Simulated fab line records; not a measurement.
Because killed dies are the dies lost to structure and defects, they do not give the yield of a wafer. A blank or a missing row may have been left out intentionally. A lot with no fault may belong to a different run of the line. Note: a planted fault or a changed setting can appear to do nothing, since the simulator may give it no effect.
Chamber matching / flow nand harc / pecvd-04 running NHARC_A_CONTACT_DEP_24: 3 sister chambers
The step deposits SiO2, target thk 500 nm. 16 wafers are shown with their chamber, then 8 later ones without.

== WAFERS, EACH WITH ITS CHAMBER ==
wafer=L568.2; chamber=1; throttle valve pct (%)=16.0; heater power w (W)=731
wafer=L568.3; chamber=0; throttle valve pct (%)=16.9; heater power w (W)=598
wafer=L568.5; chamber=2; throttle valve pct (%)=15.6; heater power w (W)=688
wafer=L569.2; chamber=2; throttle valve pct (%)=15.9; heater power w (W)=771
wafer=L569.4; chamber=2; throttle valve pct (%)=15.5; heater power w (W)=775
wafer=L569.6; chamber=1; throttle valve pct (%)=15.9; heater power w (W)=707
wafer=L570.1; chamber=2; throttle valve pct (%)=16.0; heater power w (W)=792
wafer=L570.3; chamber=0; throttle valve pct (%)=16.6; heater power w (W)=604
wafer=L570.4; chamber=2; throttle valve pct (%)=15.8; heater power w (W)=604
wafer=L571.1; chamber=0; throttle valve pct (%)=16.8; heater power w (W)=535
wafer=L571.2; chamber=1; throttle valve pct (%)=16.1; heater power w (W)=672
wafer=L571.5; chamber=0; throttle valve pct (%)=16.8; heater power w (W)=556
wafer=L576.2; chamber=1; throttle valve pct (%)=16.4; heater power w (W)=740
wafer=L576.4; chamber=0; throttle valve pct (%)=16.8; heater power w (W)=461
wafer=L576.6; chamber=1; throttle valve pct (%)=16.2; heater power w (W)=782
wafer=L577.3; chamber=2; throttle valve pct (%)=16.3; heater power w (W)=628

SIGNATURES (means of the wafers above)
reading=throttle valve pct; chamber 0=16.780; chamber 1=16.120; chamber 2=15.850; scatter within a chamber=0.217
reading=heater power w; chamber 0=550.80; chamber 1=726.40; chamber 2=709.67; scatter within a chamber=63.9
Rule: for a wafer and a chamber, the distance is found by dividing, reading by reading, the gap between the wafer's reading and the chamber's mean by the reading's scatter, squaring, summing and taking the root. The wafer belongs to the nearest chamber; if the next one is less than 2 further off, it can't be placed. How the scatter is found: for the shown wafers, subtract from each reading the mean of its chamber, square and add these, divide the total by (wafers less chambers), then take the root.

== WAFERS WITHOUT THEIR CHAMBER ==
wafer=L577.4; throttle valve pct (%)=17.1; heater power w (W)=567
wafer=L577.5; throttle valve pct (%)=15.8; heater power w (W)=680
wafer=L578.2; throttle valve pct (%)=17.2; heater power w (W)=587
wafer=L578.4; throttle valve pct (%)=16.1; heater power w (W)=793
wafer=L578.6; throttle valve pct (%)=16.0; heater power w (W)=733
wafer=L579.3; throttle valve pct (%)=15.9; heater power w (W)=615
wafer=L579.5; throttle valve pct (%)=16.3; heater power w (W)=648
wafer=L579.6; throttle valve pct (%)=16.0; heater power w (W)=684

== CHAMBER TAKEN BY EACH ==
wafer=L577.4; from the rows above=0; in truth=0
wafer=L577.5; from the rows above=can't be placed: 2 or 1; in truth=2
wafer=L578.2; from the rows above=0; in truth=0
wafer=L578.4; from the rows above=can't be placed: 1 or 2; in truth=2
wafer=L578.6; from the rows above=can't be placed: 1 or 2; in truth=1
wafer=L579.3; from the rows above=can't be placed: 2 or 1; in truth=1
wafer=L579.5; from the rows above=can't be placed: 1 or 2 or 0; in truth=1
wafer=L579.6; from the rows above=can't be placed: 2 or 1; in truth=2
Placed correctly: 2 of 8. Not placeable from these rows: 6 (in 6, the candidates include the true chamber). Wrongly placed: 0.
